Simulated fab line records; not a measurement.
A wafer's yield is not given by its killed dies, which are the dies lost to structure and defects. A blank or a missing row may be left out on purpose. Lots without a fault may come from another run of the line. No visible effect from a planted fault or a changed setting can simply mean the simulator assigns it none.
What tool caused it?	flow n5 finfet	60 wafers from 20 lots sampled at 6 of the route's 1938 steps

## WHAT EACH GAUGE READ, for each wafer
The record holds no reading of a measuring or inspecting step that can be judged against a usual standard deviation.

## WHAT TOOL EACH LOT RAN ON (gives the tool, then ch and the chambers of the sampled wafers, and finally the start)
lot	N5_BEOL_M7_ETCH_65	N5_BEOL_M7_STRIP_36	N5_BEOL_M7_CMP_52	N5_BEOL_M8_HM_DEP_02	N5_BEOL_M8_ETCH_66	N5_BEOL_M8_VIA_ETCH_34
L074	rie diel-01 ch 0,1,2, day 8 22:55	rie diel-01 ch 0,1,2, day 8 23:05	cmp-02 ch 0,2,3, day 9 01:35	pvd sputter-02, day 9 02:40	rie diel-04 ch 2,3, day 9 04:51	rie diel-04 ch 2,3, day 9 04:57
L076	rie diel-05 ch 0,2, day 9 06:59	rie diel-05 ch 0,2, day 9 07:10	cmp-03 ch 1,2,3, day 9 10:53	pvd sputter-03, day 9 11:58	rie diel-02 ch 0,3, day 9 13:56	rie diel-02 ch 0,3, day 9 14:02
L075	rie diel-06 ch 0,1,2, day 9 08:22	rie diel-06 ch 0,1,2, day 9 08:33	cmp-03 ch 1,2, day 9 11:28	pvd sputter-02, day 9 13:49	rie diel-04 ch 0,2,3, day 9 15:15	rie diel-04 ch 0,2,3, day 9 15:21
L077	rie diel-06 ch 2,3, day 9 15:25	rie diel-06 ch 2,3, day 9 15:35	cmp-01 ch 1,3, day 9 18:55	pvd sputter-03, day 9 20:09	rie diel-03 ch 0,1,3, day 9 21:53	rie diel-03 ch 0,1,3, day 9 21:59
L079	rie diel-01 ch 1,2,3, day 9 22:58	rie diel-01 ch 1,2,3, day 9 23:09	cmp-03 ch 1,2, day 10 01:44	pvd sputter-03, day 10 02:54	rie diel-03 ch 2,3, day 10 04:35	rie diel-03 ch 2,3, day 10 04:41
L080	rie diel-06 ch 0,2, day 10 02:32	rie diel-06 ch 0,2, day 10 02:43	cmp-03 ch 0,1,3, day 10 04:31	pvd sputter-01, day 10 05:43	rie diel-03 ch 1,3, day 10 07:23	rie diel-03 ch 1,3, day 10 07:29
L082	rie diel-01 ch 0,1,3, day 10 04:53	rie diel-01 ch 0,1,3, day 10 05:04	cmp-02 ch 0,2,3, day 10 07:14	pvd sputter-03, day 10 08:26	rie diel-02 ch 0,2,3, day 10 10:20	rie diel-02 ch 0,2,3, day 10 10:26
L081	rie diel-06 ch 0,1,3, day 10 08:34	rie diel-06 ch 0,1,3, day 10 08:44	cmp-02 ch 0,1,3, day 10 10:36	pvd sputter-01, day 10 11:43	rie diel-02 ch 0,1,3, day 10 13:38	rie diel-02 ch 0,1,3, day 10 13:44
L083	rie diel-06 ch 0,1,2, day 10 10:55	rie diel-06 ch 0,1,2, day 10 11:06	cmp-01 ch 0,2,3, day 10 12:53	pvd sputter-03, day 10 14:04	rie diel-02 ch 0,1,3, day 10 15:44	rie diel-02 ch 0,1,3, day 10 15:50
L084	rie diel-06 ch 0,2,3, day 10 18:52	rie diel-06 ch 0,2,3, day 10 19:03	cmp-03 ch 0,1,3, day 10 20:52	pvd sputter-02, day 10 22:02	rie diel-04 ch 0,1,2, day 10 23:35	rie diel-04 ch 0,1,2, day 10 23:41
L088	rie diel-06 ch 0,2,3, day 13 23:17	rie diel-06 ch 0,2,3, day 13 23:28	cmp-01 ch 1,2, day 14 01:43	pvd sputter-01, day 14 03:41	rie diel-04 ch 0,2,3, day 14 06:11	rie diel-04 ch 0,2,3, day 14 06:17
L094	rie diel-05 ch 1,2, day 14 06:12	rie diel-05 ch 1,2, day 14 06:23	cmp-02 ch 0,3, day 14 08:32	pvd sputter-02, day 14 09:51	rie diel-04 ch 0,2,3, day 14 11:47	rie diel-04 ch 0,2,3, day 14 11:53
L085	rie diel-05 ch 0,2,3, day 14 08:20	rie diel-05 ch 0,2,3, day 14 08:31	cmp-02 ch 0,1,3, day 14 12:40	pvd sputter-03, day 14 13:45	rie diel-02 ch 0,1,3, day 14 16:16	rie diel-02 ch 0,1,3, day 14 16:22
L090	rie diel-06 ch 0,2, day 14 09:07	rie diel-06 ch 0,2, day 14 09:18	cmp-02 ch 1,2,3, day 14 12:56	pvd sputter-01, day 14 14:03	rie diel-04 ch 0,1,2, day 14 16:14	rie diel-04 ch 0,1,2, day 14 16:20
L089	rie diel-01 ch 2,3, day 14 16:41	rie diel-01 ch 2,3, day 14 16:52	cmp-01 ch 1,2,3, day 14 19:30	pvd sputter-03, day 14 23:01	rie diel-04 ch 0,1,3, day 15 01:47	rie diel-04 ch 0,1,3, day 15 01:53
L092	rie diel-06 ch 1,2,3, day 14 23:01	rie diel-06 ch 1,2,3, day 14 23:12	cmp-02 ch 1,2,3, day 15 02:49	pvd sputter-01, day 15 06:17	rie diel-03 ch 0,2, day 15 08:11	rie diel-03 ch 0,2, day 15 08:17
L091	rie diel-06 ch 1,2,3, day 15 05:46	rie diel-06 ch 1,2,3, day 15 05:56	cmp-03 ch 0,1,2, day 15 08:04	pvd sputter-03, day 15 09:20	rie diel-04 ch 0,1,3, day 15 11:28	rie diel-04 ch 0,1,3, day 15 11:34
L093	rie diel-06 ch 0,2,3, day 15 11:45	rie diel-06 ch 0,2,3, day 15 11:56	cmp-02 ch 0,2,3, day 15 16:07	pvd sputter-02, day 15 17:45	rie diel-03 ch 0,1, day 15 20:34	rie diel-03 ch 0,1, day 15 20:40
L096	rie diel-05 ch 0,1,3, day 15 15:52	rie diel-05 ch 0,1,3, day 15 16:02	cmp-02 ch 0,2,3, day 15 18:26	pvd sputter-03, day 15 20:52	rie diel-02 ch 0,2,3, day 15 23:56	rie diel-02 ch 0,2,3, day 16 00:02
L086	rie diel-06 ch 1,2, day 16 00:06	rie diel-06 ch 1,2, day 16 00:17	cmp-02 ch 2,3, day 16 05:45	pvd sputter-01, day 16 09:10	rie diel-04 ch 1,2, day 16 11:15	rie diel-04 ch 1,2, day 16 11:21
- N5_BEOL_M7_ETCH_65: etches SiARC in CF4, target depth 15.6 nm, time 26 s.
- N5_BEOL_M7_STRIP_36: strips in N2/H2.
- N5_BEOL_M7_CMP_52: polishes, stops on SiCOH lowk, t overpolish 6.9 s, target thk 80 nm.
- N5_BEOL_M8_HM_DEP_02: deposits TiN, target thk 20 nm.
- N5_BEOL_M8_ETCH_66: etches SOC in N2/H2, target depth 80 nm, overetch 16 nm, time 120 s.
- N5_BEOL_M8_VIA_ETCH_34: etches SiCOH lowk in C4F6/O2, target depth 125.5 nm, time 50.5 s.

## WHAT THE TOOLS THEMSELVES READ (means of the sampled wafers that have a number; where no wafer has one, the mark that the record gives instead)
N5_BEOL_M7_ETCH_65. Usual: cf4 flow sccm 100.0 sccm (standard deviation 0.32); drypump motor current A 5.8 A (standard deviation 0.67); etch rf on time s 26.2 s (standard deviation 0.58); oes product au 0.65 a.u. (standard deviation 0.066); rf vpp V 184.1 V (standard deviation 1.2); showerhead plenum p Torr 2.14 Torr (standard deviation 0.07); throttle valve pct 15.68 % (standard deviation 0.25).
lot	tool	cf4 flow sccm (sccm)	drypump motor current A (A)	etch rf on time s (s)	oes product au (a.u.)	rf vpp V (V)	showerhead plenum p Torr (Torr)	throttle valve pct (%)	flag
L074	rie diel-01	99.8	5.2	26.3	0.63	184.3	2.19	15.83	
L076	rie diel-05	99.8	6.2	26.2	0.59	183.5	2.10	15.96	
L075	rie diel-06	100.0	6.1	25.6	0.71	184.2	2.16	15.43	
L077	rie diel-06	100.2	5.8	25.3	0.69	183.8	2.12	15.57	
L079	rie diel-01	100.1	5.2	26.0	0.60	183.5	2.15	15.85	
L080	rie diel-06	99.9	6.5	25.9	0.74	184.4	2.15	15.27	
L082	rie diel-01	100.0	5.0	26.2	0.60	184.2	2.18	15.87	
L081	rie diel-06	100.3	5.7	26.2	0.64	184.2	2.16	15.61	
L083	rie diel-06	99.9	6.1	26.4	0.68	184.5	2.16	15.46	
L084	rie diel-06	100.1	6.1	25.6	0.70	184.1	2.16	15.45	
L088	rie diel-06	100.1	6.1	25.8	0.67	184.5	2.15	15.48	
L094	rie diel-05	99.8	6.2	26.5	0.59	183.0	2.10	15.82	
L085	rie diel-05	99.7	5.6	25.8	0.63	184.0	2.16	15.83	
L090	rie diel-06	99.8	6.4	25.9	0.69	184.5	2.19	15.37	
L089	rie diel-01	99.7	5.3	26.4	0.69	183.5	2.12	15.77	
L092	rie diel-06	99.9	5.8	26.4	0.63	183.3	2.11	15.64	
L091	rie diel-06	99.9	5.8	26.1	0.64	183.9	2.11	15.65	
L093	rie diel-06	100.3	6.1	25.9	0.66	183.9	2.15	15.51	
L096	rie diel-05	99.7	6.1	26.3	0.63	183.9	2.11	15.86	
L086	rie diel-06	100.0	6.1	26.3	0.66	184.0	2.10	15.49	

N5_BEOL_M7_STRIP_36. Usual: drypump motor current A 5.8 A, standard deviation 0.67; n2 flow sccm 200.0 sccm, standard deviation 0.59; oes product au 0.76 a.u., standard deviation 0.078; rf vpp V 59.2 V, standard deviation 1.3; showerhead plenum p Torr 2.54 Torr, standard deviation 0.099; throttle valve pct 23.65 %, standard deviation 0.25.
lot	tool	drypump motor current A (A)	n2 flow sccm (sccm)	oes product au (a.u.)	rf vpp V (V)	showerhead plenum p Torr (Torr)	throttle valve pct (%)	flag
L074	rie diel-01	5.2	200.1	0.74	60.9	2.59	23.71	
L076	rie diel-05	6.2	199.7	0.69	60.4	2.47	23.88	
L075	rie diel-06	6.1	199.3	0.83	58.7	2.56	23.37	
L077	rie diel-06	5.8	199.7	0.79	59.6	2.51	23.64	
L079	rie diel-01	5.2	200.5	0.70	59.6	2.54	23.73	
L080	rie diel-06	6.5	199.7	0.87	58.9	2.56	23.31	
L082	rie diel-01	5.0	200.0	0.71	60.4	2.58	23.79	
L081	rie diel-06	5.7	199.7	0.75	58.5	2.57	23.56	
L083	rie diel-06	6.1	199.9	0.82	60.6	2.56	23.39	
L084	rie diel-06	6.1	200.3	0.81	58.3	2.56	23.46	
L088	rie diel-06	6.1	199.9	0.78	59.2	2.55	23.49	
L094	rie diel-05	6.2	200.5	0.70	59.0	2.47	23.81	
L085	rie diel-05	5.6	200.0	0.74	58.5	2.56	23.79	
L090	rie diel-06	6.4	200.8	0.81	60.0	2.60	23.29	
L089	rie diel-01	5.3	201.0	0.81	58.1	2.50	23.70	
L092	rie diel-06	5.8	200.0	0.75	59.5	2.49	23.62	
L091	rie diel-06	5.8	199.8	0.75	58.3	2.49	23.63	
L093	rie diel-06	6.1	200.1	0.77	58.8	2.55	23.51	
L096	rie diel-05	6.1	199.9	0.74	60.0	2.49	23.89	
L086	rie diel-06	6.1	199.7	0.78	58.8	2.48	23.48	

N5_BEOL_M7_CMP_52. Usual: barrier field endpoint s 28.3 s, standard deviation 0.63; motor current A 6.0 A, standard deviation 0.68; overpolish run s 6.900 s, standard deviation 0.0087; time to endpoint s 61.3 s, standard deviation 3.
lot	tool	barrier field endpoint s (s)	motor current A (A)	overpolish run s (s)	time to endpoint s (s)	flag
L074	cmp-02	28.5	5.7	6.905	60.7	
L076	cmp-03	28.5	6.5	6.900	60.3	
L075	cmp-03	27.8	6.6	6.898	58.2	
L077	cmp-01	28.1	5.8	6.894	59.4	
L079	cmp-03	28.4	6.3	6.898	61.3	
L080	cmp-03	28.0	6.1	6.906	61.9	
L082	cmp-02	28.4	5.7	6.908	58.0	
L081	cmp-02	27.9	5.6	6.896	60.2	
L083	cmp-01	28.8	6.0	6.908	60.1	
L084	cmp-03	28.0	6.2	6.900	62.5	
L088	cmp-01	28.5	6.9	6.906	65.6	
L094	cmp-02	27.5	5.8	6.902	59.8	
L085	cmp-02	28.3	5.6	6.903	61.1	
L090	cmp-02	28.5	6.0	6.900	62.9	
L089	cmp-01	27.7	6.1	6.906	60.2	
L092	cmp-02	28.2	6.1	6.896	60.0	
L091	cmp-03	28.2	6.1	6.894	62.0	
L093	cmp-02	28.6	6.0	6.905	60.8	
L096	cmp-02	28.5	6.0	6.895	60.8	
L086	cmp-02	28.0	6.2	6.905	60.2	

N5_BEOL_M8_HM_DEP_02. Usual: 29.9 % for throttle valve pct, sd 1.1.
lot	tool	throttle valve pct (%)	flag
L074	pvd sputter-02	29.5	
L076	pvd sputter-03	28.4	
L075	pvd sputter-02	30.1	
L077	pvd sputter-03	30.1	
L079	pvd sputter-03	29.3	
L080	pvd sputter-01	30.7	
L082	pvd sputter-03	30.1	
L081	pvd sputter-01	31.0	
L083	pvd sputter-03	29.3	
L084	pvd sputter-02	29.5	
L088	pvd sputter-01	30.5	
L094	pvd sputter-02	28.7	
L085	pvd sputter-03	30.1	
L090	pvd sputter-01	30.7	
L089	pvd sputter-03	28.7	
L092	pvd sputter-01	30.5	
L091	pvd sputter-03	29.9	
L093	pvd sputter-02	29.2	
L096	pvd sputter-03	30.4	
L086	pvd sputter-01	30.2	

N5_BEOL_M8_ETCH_66. Usual: drypump motor current A 5.9 A, standard deviation 0.43; n2 flow sccm 200.0 sccm, standard deviation 0.61; oes product au 0.62 a.u., standard deviation 0.056; rf vpp V 524.2 V, standard deviation 2.9; showerhead plenum p Torr 2.55 Torr, standard deviation 0.1; throttle valve pct 17.79 %, standard deviation 0.24.
lot	tool	drypump motor current A (A)	n2 flow sccm (sccm)	oes product au (a.u.)	rf vpp V (V)	showerhead plenum p Torr (Torr)	throttle valve pct (%)	flag
L074	rie diel-04	6.0	199.7	0.58	521.0	2.43	17.93	
L076	rie diel-02	6.3	199.8	0.63	523.2	2.54	17.96	
L075	rie diel-04	6.0	200.1	0.63	521.6	2.46	17.67	
L077	rie diel-03	5.7	200.0	0.60	524.1	2.54	17.82	
L079	rie diel-03	5.2	199.3	0.57	524.4	2.58	17.91	
L080	rie diel-03	5.6	199.9	0.63	526.9	2.65	17.68	
L082	rie diel-02	6.3	199.4	0.60	524.1	2.56	17.88	
L081	rie diel-02	6.3	200.1	0.62	524.3	2.58	17.88	
L083	rie diel-02	6.3	200.0	0.62	524.7	2.58	17.88	
L084	rie diel-04	6.3	200.3	0.63	522.6	2.48	17.82	
L088	rie diel-04	6.0	200.6	0.60	521.8	2.44	17.73	
L094	rie diel-04	6.0	201.0	0.60	521.8	2.44	17.72	
L085	rie diel-02	6.3	199.8	0.60	524.2	2.56	17.94	
L090	rie diel-04	6.3	199.6	0.61	523.3	2.48	17.84	
L089	rie diel-04	6.0	200.0	0.64	522.9	2.50	17.58	
L092	rie diel-03	5.3	200.4	0.73	525.0	2.58	17.70	
L091	rie diel-04	5.9	199.7	0.63	522.8	2.50	17.58	
L093	rie diel-03	5.8	200.1	0.66	527.6	2.64	17.75	
L096	rie diel-02	6.2	200.5	0.57	523.3	2.54	17.97	
L086	rie diel-04	6.3	200.2	0.70	527.1	2.66	17.87	

N5_BEOL_M8_VIA_ETCH_34. Usual: drypump motor current A 5.9 A, standard deviation 0.43; oes product au 0.81 a.u., standard deviation 0.076; rf vpp V 671 V, standard deviation 12; showerhead plenum p Torr 2.86 Torr, standard deviation 0.11; throttle valve pct 20.91 %, standard deviation 0.26.
lot	tool	drypump motor current A (A)	oes product au (a.u.)	rf vpp V (V)	showerhead plenum p Torr (Torr)	throttle valve pct (%)	flag
L074	rie diel-04	6.0	0.77	665	2.73	21.07	
L076	rie diel-02	6.3	0.82	672	2.84	20.98	
L075	rie diel-04	6.0	0.84	667	2.76	20.81	
L077	rie diel-03	5.7	0.78	668	2.86	20.96	
L079	rie diel-03	5.2	0.73	687	2.88	20.83	
L080	rie diel-03	5.6	0.81	681	2.96	20.80	
L082	rie diel-02	6.2	0.78	678	2.87	20.98	
L081	rie diel-02	6.3	0.81	676	2.88	20.89	
L083	rie diel-02	6.3	0.82	675	2.87	20.89	
L084	rie diel-04	6.3	0.82	668	2.80	20.97	
L088	rie diel-04	6.0	0.80	667	2.74	20.87	
L094	rie diel-04	6.0	0.80	667	2.74	20.86	
L085	rie diel-02	6.3	0.77	676	2.86	20.93	
L090	rie diel-04	6.3	0.80	668	2.79	21.01	
L089	rie diel-04	6.0	0.84	662	2.81	20.77	
L092	rie diel-03	5.3	0.95	676	2.88	20.70	
L091	rie diel-04	6.0	0.84	661	2.81	20.77	
L093	rie diel-03	5.8	0.86	659	2.97	20.95	
L096	rie diel-02	6.2	0.74	677	2.85	21.04	
L086	rie diel-04	6.3	0.92	676	2.98	21.07	

## THE ANSWER, worked out from the rows above alone
Rule: take the mean of a lot's wafers that have a number; if it is more than 3 standard deviations from the usual mean, the lot is off. A lot without any number at a reading at which 4 lots or more have one is off too. All remaining lots with rows at the step are treated as sound. First the gauges in route order, then the tools' own readings, where a lot's mean is used as printed above. The first step at which some lot is off is used, and at that step the reading that is off furthest; a lot without a number counts as furthest.
No lot is off at any reading shown: from this, nothing can be told.

## WHAT THE SIMULATOR PUT IN
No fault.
